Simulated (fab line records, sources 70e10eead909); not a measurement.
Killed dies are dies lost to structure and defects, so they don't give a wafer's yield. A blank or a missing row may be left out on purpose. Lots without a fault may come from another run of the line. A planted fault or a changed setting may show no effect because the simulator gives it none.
Which tool did it? | flow nand_harc | 24 lots, 72 wafers sampled, at 6 steps of a route of 1302

WHAT THE GAUGES READ, wafer by wafer
NHARC_P_M1_OVL_MEAS_10: pitch 260 nm. Usual: overlay_x_nm 0.1 nm, standard deviation 1; overlay_y_nm -0.1 nm, standard deviation 0.7.
lot  | measured     | on         | overlay_x_nm (nm) | overlay_y_nm (nm) | flag
L074 | day 6 08:22  | overlay-01 | -2.2 -2.2 -2.0    | -0.9 -0.5 -0.9    |
L075 | day 6 11:16  | overlay-01 | 1.2 1.2 1.0       | 0.3 -0.4 0.0      |
L076 | day 6 21:53  | overlay-02 | -0.1 0.1 -0.1     | 0.6 0.7 -0.1      |
L077 | day 7 15:56  | overlay-02 | -0.8 -0.5 -0.9    | -0.9 -1.5 -1.3    |
L078 | day 7 21:04  | overlay-02 | -1.1 -1.3 -1.8    | -0.7 -0.8 -0.2    |
L079 | day 8 02:13  | overlay-01 | -1.0 -0.5 -0.5    | -0.1 0.1 -0.9     |
L080 | day 8 18:23  | overlay-01 | 0.1 0.0 0.3       | 0.2 1.1 0.6       |
L081 | day 9 04:52  | overlay-02 | 0.6 0.4 0.6       | 1.0 1.3 0.9       |
L082 | day 9 17:25  | overlay-01 | 1.7 2.1 2.3       | 0.2 0.3 0.0       |
L083 | day 9 23:04  | overlay-02 | -0.5 -1.0 -0.9    | -0.7 -1.2 -0.9    |
L084 | day 10 11:49 | overlay-01 | 0.9 0.7 0.9       | 0.2 0.1 0.1       |
L085 | day 11 05:02 | overlay-01 | -1.1 -1.1 -1.5    | 0.9 0.2 0.3       |
L086 | day 11 07:58 | overlay-02 | 0.9 0.7 0.4       | 0.5 0.3 0.4       |
L087 | day 11 14:56 | overlay-01 | 0.4 0.3 -0.1      | -1.7 -1.6 -0.8    |
L088 | day 12 07:59 | overlay-01 | 1.3 1.1 1.1       | -0.1 -0.6 -0.2    |
L089 | day 12 08:31 | overlay-02 | 1.3 1.6 1.3       | -0.4 -0.4 -0.6    |
L090 | day 13 03:39 | overlay-01 | 0.6 0.2 0.2       | -0.3 0.2 0.4      |
L091 | day 13 06:50 | overlay-01 | -0.6 -0.3 -0.4    | 0.7 1.0 0.8       |
L092 | day 13 15:35 | overlay-02 | 0.8 1.0 0.8       | -0.4 -0.5 -0.1    |
L093 | day 14 05:04 | overlay-02 | -0.5 -0.2 -0.4    | 0.2 0.6 0.2       |
L094 | day 14 22:28 | overlay-02 | 1.1 1.0 1.0       | 0.8 0.8 0.1       |
L095 | day 15 10:17 | overlay-02 | 1.1 0.6 0.9       | -0.7 -1.2 -0.5    |
L096 | day 15 13:02 | overlay-02 | -1.1 -1.0 -1.8    | 0.8 0.3 0.5       |
L097 | day 15 20:08 | overlay-01 | 0.9 0.8 0.8       | 0.6 0.8 0.2       |

NHARC_P_M2_OVL_MEAS_10: pitch 340 nm. Usual: overlay_x_nm -0.2 nm, standard deviation 0.77; overlay_y_nm 0.0 nm, standard deviation 0.9.
lot  | measured     | on         | overlay_x_nm (nm) | overlay_y_nm (nm) | flag
L074 | day 6 12:31  | overlay-02 | -0.2 0.0 -0.4     | 0.4 -0.6 0.0      |
L075 | day 6 15:41  | overlay-01 | 0.8 0.3 0.9       | 2.1 1.8 2.2       |
L076 | day 7 02:10  | overlay-01 | 0.5 0.6 0.6       | -1.7 -0.7 -1.2    |
L077 | day 7 19:58  | overlay-02 | 0.0 0.4 0.4       | -0.1 -0.5 -0.4    |
L078 | day 8 01:12  | overlay-01 | -0.7 -0.9 -1.1    | 0.2 0.2 0.2       |
L079 | day 8 06:15  | overlay-02 | -0.3 -0.5 -0.3    | -0.3 0.2 0.5      |
L080 | day 8 22:32  | overlay-02 | -0.4 -0.9 -0.8    | -0.9 -0.6 -0.8    |
L081 | day 9 08:59  | overlay-02 | -0.8 -0.3 -0.3    | -1.1 -1.6 -2.2    |
L082 | day 9 21:36  | overlay-02 | 0.3 -0.6 -0.6     | -0.7 -1.1 -0.7    |
L083 | day 10 03:14 | overlay-01 | -1.6 -2.0 -1.4    | 0.0 0.2 0.1       |
L084 | day 10 16:02 | overlay-02 | -0.6 -0.7 -0.6    | 1.4 1.3 1.7       |
L085 | day 11 09:11 | overlay-02 | 0.8 0.3 0.2       | -1.0 -0.6 -0.5    |
L086 | day 11 12:38 | overlay-01 | -0.7 -0.1 0.1     | 2.0 1.6 1.8       |
L087 | day 11 19:07 | overlay-02 | -0.7 -0.6 -0.5    | -1.0 -0.8 -0.9    |
L088 | day 12 12:08 | overlay-02 | 0.3 0.1 -0.2      | -0.1 0.5 0.1      |
L089 | day 12 12:41 | overlay-01 | 1.0 1.0 0.2       | -0.2 0.1 0.1      |
L090 | day 13 07:48 | overlay-02 | -0.2 -0.6 -0.4    | 0.7 -0.1 0.6      |
L091 | day 13 10:59 | overlay-01 | 0.9 1.2 1.8       | 1.6 1.4 0.5       |
L092 | day 13 20:59 | overlay-01 | -1.7 -2.0 -1.4    | -0.4 -1.1 -0.2    |
L093 | day 14 09:14 | overlay-02 | 0.4 -0.3 0.2      | 0.8 0.1 0.7       |
L094 | day 15 02:29 | overlay-01 | -0.7 -0.8 -1.4    | 1.2 0.8 0.7       |
L095 | day 15 14:19 | overlay-01 | -0.1 -0.1 -0.1    | -0.3 -0.4 -0.3    |
L096 | day 15 17:02 | overlay-02 | 0.0 0.8 0.3       | 0.0 -0.1 0.0      |
L097 | day 16 00:22 | overlay-01 | -0.4 -0.7 -1.2    | -0.3 -0.6 -0.3    |

NHARC_P_M2_THK_MEAS_24: measures by xrf. Usual: thk_nm 144.8 nm, standard deviation 1.4.
lot  | measured     | on            | thk_nm (nm)       | flag
L074 | day 6 15:05  | film_metro-02 | 143.1 147.3 145.0 |
L075 | day 6 18:12  | film_metro-02 | 146.2 144.9 144.6 |
L076 | day 7 04:41  | film_metro-01 | 143.3 143.9 144.1 |
L077 | day 7 22:29  | film_metro-01 | 144.1 144.4 145.1 |
L078 | day 8 03:43  | film_metro-02 | 146.1 143.7 145.2 |
L079 | day 8 08:46  | film_metro-01 | 146.6 144.5 144.2 |
L080 | day 9 01:04  | film_metro-01 | 144.1 142.6 144.2 |
L081 | day 9 11:29  | film_metro-01 | 145.6 146.1 144.1 |
L082 | day 10 00:14 | film_metro-02 | 144.6 144.4 145.5 |
L083 | day 10 05:49 | film_metro-02 | 146.1 143.8 145.9 |
L084 | day 10 18:33 | film_metro-02 | 145.1 143.2 145.2 |
L085 | day 11 11:42 | film_metro-01 | 146.8 147.1 144.1 |
L086 | day 11 15:09 | film_metro-01 | 143.1 145.1 143.7 |
L087 | day 11 21:39 | film_metro-02 | 144.7 145.3 145.9 |
L088 | day 12 14:41 | film_metro-02 | 145.3 146.9 146.8 |
L089 | day 12 15:11 | film_metro-01 | 143.1 146.0 145.6 |
L090 | day 13 10:46 | film_metro-02 | 144.9 144.6 147.5 |
L091 | day 13 13:32 | film_metro-02 | 145.7 144.8 145.7 |
L092 | day 13 23:31 | film_metro-02 | 145.5 143.6 143.4 |
L093 | day 14 11:49 | film_metro-01 | 146.7 143.8 144.3 |
L094 | day 15 05:01 | film_metro-02 | 143.3 143.4 146.4 |
L095 | day 15 16:52 | film_metro-02 | 145.4 147.2 145.8 |
L096 | day 15 19:33 | film_metro-02 | 145.1 147.3 147.9 |
L097 | day 16 02:54 | film_metro-01 | 143.3 146.2 144.7 |

NHARC_P_BONDPAD_THK_MEAS_20: measures by xrf. Usual: thk_nm 160.8 nm, standard deviation 1.5.
lot  | measured     | on            | thk_nm (nm)       | flag
L074 | day 6 19:35  | film_metro-01 | 158.9 159.2 160.0 |
L075 | day 6 22:35  | film_metro-02 | 161.2 163.3 163.8 |
L076 | day 7 09:13  | film_metro-01 | 163.6 160.4 160.3 |
L077 | day 8 03:03  | film_metro-02 | 159.4 160.5 162.5 |
L078 | day 8 08:04  | film_metro-02 | 160.1 161.0 161.2 |
L079 | day 8 13:22  | film_metro-01 | 161.5 159.8 160.4 |
L080 | day 9 05:26  | film_metro-02 | 161.7 159.5 161.2 |
L081 | day 9 16:05  | film_metro-02 | 158.6 159.7 158.0 |
L082 | day 10 04:44 | film_metro-02 | 161.9 161.5 160.5 |
L083 | day 10 10:11 | film_metro-01 | 162.5 163.3 161.3 |
L084 | day 10 23:02 | film_metro-02 | 162.5 160.8 162.0 |
L085 | day 11 16:17 | film_metro-01 | 159.3 159.8 161.1 |
L086 | day 11 19:43 | film_metro-01 | 160.5 159.6 157.1 |
L087 | day 12 02:13 | film_metro-02 | 160.5 160.1 159.3 |
L088 | day 12 19:11 | film_metro-01 | 157.3 159.9 161.5 |
L089 | day 12 19:41 | film_metro-01 | 161.3 161.4 160.3 |
L090 | day 13 15:38 | film_metro-02 | 160.3 160.5 158.9 |
L091 | day 13 18:19 | film_metro-02 | 161.7 160.3 161.2 |
L092 | day 14 04:04 | film_metro-02 | 158.3 159.5 161.5 |
L093 | day 14 16:10 | film_metro-02 | 158.9 160.7 160.4 |
L094 | day 15 09:32 | film_metro-01 | 163.5 163.8 160.7 |
L095 | day 15 21:43 | film_metro-02 | 158.6 162.7 159.5 |
L096 | day 15 23:59 | film_metro-01 | 161.9 161.4 160.9 |
L097 | day 16 07:25 | film_metro-02 | 161.3 160.5 158.5 |

WHICH TOOL RAN EACH LOT (tool, then ch and the chambers of the sampled wafers, then the start)
lot  | NHARC_P_M2_CMP_23             | NHARC_P_BONDPAD_PVD_27
L074 | cmp-01 ch 0,1,2, day 6 14:49  | pvd_sputter-01, day 6 19:35 or earlier
L075 | cmp-01 ch 1,2,3, day 6 17:53  | pvd_sputter-02, day 6 22:35 or earlier
L076 | cmp-04 ch 0,1,2, day 7 04:26  | pvd_sputter-01, day 7 09:13 or earlier
L077 | cmp-01 ch 2,3, day 7 22:12    | pvd_sputter-01, day 8 03:03 or earlier
L078 | cmp-02 ch 0,1,3, day 8 03:23  | pvd_sputter-01, day 8 08:04 or earlier
L079 | cmp-02 ch 0,1,2, day 8 08:29  | pvd_sputter-01, day 8 13:22 or earlier
L080 | cmp-04 ch 0,1,2, day 9 00:48  | pvd_sputter-02, day 9 05:26 or earlier
L081 | cmp-01 ch 0,3, day 9 11:11    | pvd_sputter-03, day 9 16:05 or earlier
L082 | cmp-01 ch 0,3, day 9 23:55    | pvd_sputter-03, day 10 04:44 or earlier
L083 | cmp-02 ch 1,2,3, day 10 05:29 | pvd_sputter-01, day 10 10:11 or earlier
L084 | cmp-04 ch 0,2, day 10 18:16   | pvd_sputter-01, day 10 23:02 or earlier
L085 | cmp-02 ch 0,2,3, day 11 11:28 | pvd_sputter-03, day 11 16:17 or earlier
L086 | cmp-04 ch 1,2,3, day 11 14:55 | pvd_sputter-03, day 11 19:43 or earlier
L087 | cmp-04 ch 2,3, day 11 21:20   | pvd_sputter-02, day 12 02:13 or earlier
L088 | cmp-04 ch 0,3, day 12 14:23   | pvd_sputter-01, day 12 19:11 or earlier
L089 | cmp-01 ch 1,3, day 12 14:52   | pvd_sputter-03, day 12 19:41 or earlier
L090 | cmp-02 ch 1,2,3, day 13 10:27 | pvd_sputter-02, day 13 15:38 or earlier
L091 | cmp-04 ch 0,1,3, day 13 13:14 | pvd_sputter-03, day 13 18:19 or earlier
L092 | cmp-04 ch 1,2, day 13 23:12   | pvd_sputter-01, day 14 04:04 or earlier
L093 | cmp-02 ch 0,2,3, day 14 11:29 | pvd_sputter-02, day 14 16:10 or earlier
L094 | cmp-04 ch 1,2, day 15 04:41   | pvd_sputter-02, day 15 09:32 or earlier
L095 | cmp-04 ch 1,2, day 15 16:33   | pvd_sputter-02, day 15 21:43 or earlier
L096 | cmp-01 ch 1,2,3, day 15 19:14 | pvd_sputter-02, day 15 23:59 or earlier
L097 | cmp-01 ch 0,1,2, day 16 02:35 | pvd_sputter-03, day 16 07:25 or earlier
- NHARC_P_M2_CMP_23: polishes, t overpolish 20 s, target thk 144.3 nm.
- NHARC_P_BONDPAD_PVD_27: deposits Cu, target thk 30 nm, time 20.49 s.

WHAT THE TOOLS THEMSELVES READ (means of the sampled wafers that have a number; where no wafer has one, the mark that the record gives instead)
NHARC_P_M2_CMP_23. Usual: motor_current_A 11.8 A, standard deviation 1.1; time_to_endpoint_s 29.8 s, standard deviation 2.9.
lot  | tool   | motor_current_A (A) | time_to_endpoint_s (s) | flag
L074 | cmp-01 | 11.8                | 35.0                   |
L075 | cmp-01 | 12.1                | 34.5                   |
L076 | cmp-04 | 11.5                | 29.0                   |
L077 | cmp-01 | 11.1                | 29.9                   |
L078 | cmp-02 | 11.7                | 26.0                   |
L079 | cmp-02 | 12.7                | 27.6                   |
L080 | cmp-04 | 11.7                | 28.7                   |
L081 | cmp-01 | 11.3                | 30.5                   |
L082 | cmp-01 | 11.4                | 29.5                   |
L083 | cmp-02 | 11.0                | 28.7                   |
L084 | cmp-04 | 12.4                | 27.6                   |
L085 | cmp-02 | 12.0                | 28.2                   |
L086 | cmp-04 | 11.1                | 29.0                   |
L087 | cmp-04 | 12.2                | 29.7                   |
L088 | cmp-04 | 11.7                | 30.4                   |
L089 | cmp-01 | 12.6                | 31.2                   |
L090 | cmp-02 | 11.7                | 29.2                   |
L091 | cmp-04 | 11.4                | 31.7                   |
L092 | cmp-04 | 10.8                | 25.4                   |
L093 | cmp-02 | 12.0                | 30.3                   |
L094 | cmp-04 | 10.7                | 27.7                   |
L095 | cmp-04 | 11.8                | 31.2                   |
L096 | cmp-01 | 12.2                | 29.0                   |
L097 | cmp-01 | 12.4                | 30.3                   |

NHARC_P_BONDPAD_PVD_27. Usual: throttle_valve_pct 30.0 %, standard deviation 1.
lot  | tool           | throttle_valve_pct (%) | flag
L074 | pvd_sputter-01 | 30.0                   |
L075 | pvd_sputter-02 | 29.5                   |
L076 | pvd_sputter-01 | 29.5                   |
L077 | pvd_sputter-01 | 30.2                   |
L078 | pvd_sputter-01 | 29.6                   |
L079 | pvd_sputter-01 | 30.5                   |
L080 | pvd_sputter-02 | 29.5                   |
L081 | pvd_sputter-03 | 29.2                   |
L082 | pvd_sputter-03 | 30.7                   |
L083 | pvd_sputter-01 | 30.2                   |
L084 | pvd_sputter-01 | 30.3                   |
L085 | pvd_sputter-03 | 29.8                   |
L086 | pvd_sputter-03 | 30.0                   |
L087 | pvd_sputter-02 | 30.3                   |
L088 | pvd_sputter-01 | 29.7                   |
L089 | pvd_sputter-03 | 31.0                   |
L090 | pvd_sputter-02 | 29.7                   |
L091 | pvd_sputter-03 | 29.7                   |
L092 | pvd_sputter-01 | 29.9                   |
L093 | pvd_sputter-02 | 29.9                   |
L094 | pvd_sputter-02 | 29.0                   |
L095 | pvd_sputter-02 | 29.0                   |
L096 | pvd_sputter-02 | 30.5                   |
L097 | pvd_sputter-03 | 30.1                   |

THE ANSWER, worked out from the rows above alone
Rule: a lot is off if the mean of its wafers that have a number lies more than 3 standard deviations from the usual mean. A lot without any number at a reading at which 4 lots or more have one is off too. The other lots that the step has rows for count as sound. The gauges are gone through in route order, then the tools' own readings, and for those a lot's mean is taken as printed above. The first step at which some lot is off is used, and at that step the reading that is off furthest; a lot without a number counts as furthest.
No lot is off at any reading shown: from this, nothing can be told.

WHAT THE SIMULATOR HAD PUT IN
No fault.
